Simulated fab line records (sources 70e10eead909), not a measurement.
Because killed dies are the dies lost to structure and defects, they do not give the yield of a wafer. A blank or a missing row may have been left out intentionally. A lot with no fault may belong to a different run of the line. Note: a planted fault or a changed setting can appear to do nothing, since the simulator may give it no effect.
Matching of chambers ; flow nand harc ; NHARC_A_BONDPAD_CMP_19 on cmp-02: 4 sister chambers
The step polishes, t overpolish 30 s, cu recess touch 16 s, target thk 169.82 nm. 8 wafers are shown with their chamber, then 9 later ones without.

## WAFERS PAIRED WITH THEIR CHAMBERS
wafer;chamber;motor current A (A);overpolish run s (s)
L081.4;0;14.3;29.993
L081.5;2;13.5;29.994
L084.1;3;12.0;30.001
L084.5;0;13.8;30.005
L084.6;1;13.2;29.990
L085.3;1;12.9;30.001
L085.5;3;11.0;29.997
L085.6;2;14.6;29.994

## WAFERS WITH NO CHAMBER GIVEN
wafer;motor current A (A);overpolish run s (s)
L088.1;11.4;30.005
L088.3;13.7;30.000
L088.6;11.4;30.006
L094.3;13.3;30.001
L094.4;11.4;29.992
L094.6;11.3;30.010
L097.3;13.7;30.006
L097.4;11.3;29.993
L097.5;15.0;30.010

## WHICH CHAMBER EACH ONE RAN IN
wafer;from the rows above;in truth
L088.1;3;3
L088.3;can't be placed: 0 or 2 or 1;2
L088.6;3;3
L094.3;can't be placed: 1 or 0 or 2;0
L094.4;can't be placed: 3 or 1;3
L094.6;3;3
L097.3;can't be placed: 0 or 1 or 2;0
L097.4;3;3
L097.5;can't be placed: 0 or 2 or 1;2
4 of 9 placed correctly. Can't be placed from these rows: 5 (the true chamber is among the candidates in 5). Number placed wrongly: 0.
How it was worked out, from the rows above alone: a wafer's distance from a chamber is the root of the sum, over the readings, of the square of ((its reading less the chamber's mean) divided by the reading's scatter). If the next closest chamber is less than 2 further off than the closest, the wafer can't be placed; otherwise it belongs to the closest. A chamber's mean is the mean of its shown wafers. The scatter: the root of (the sum of the squares of (reading less its chamber's mean) over the shown wafers, divided by (wafers less chambers)).
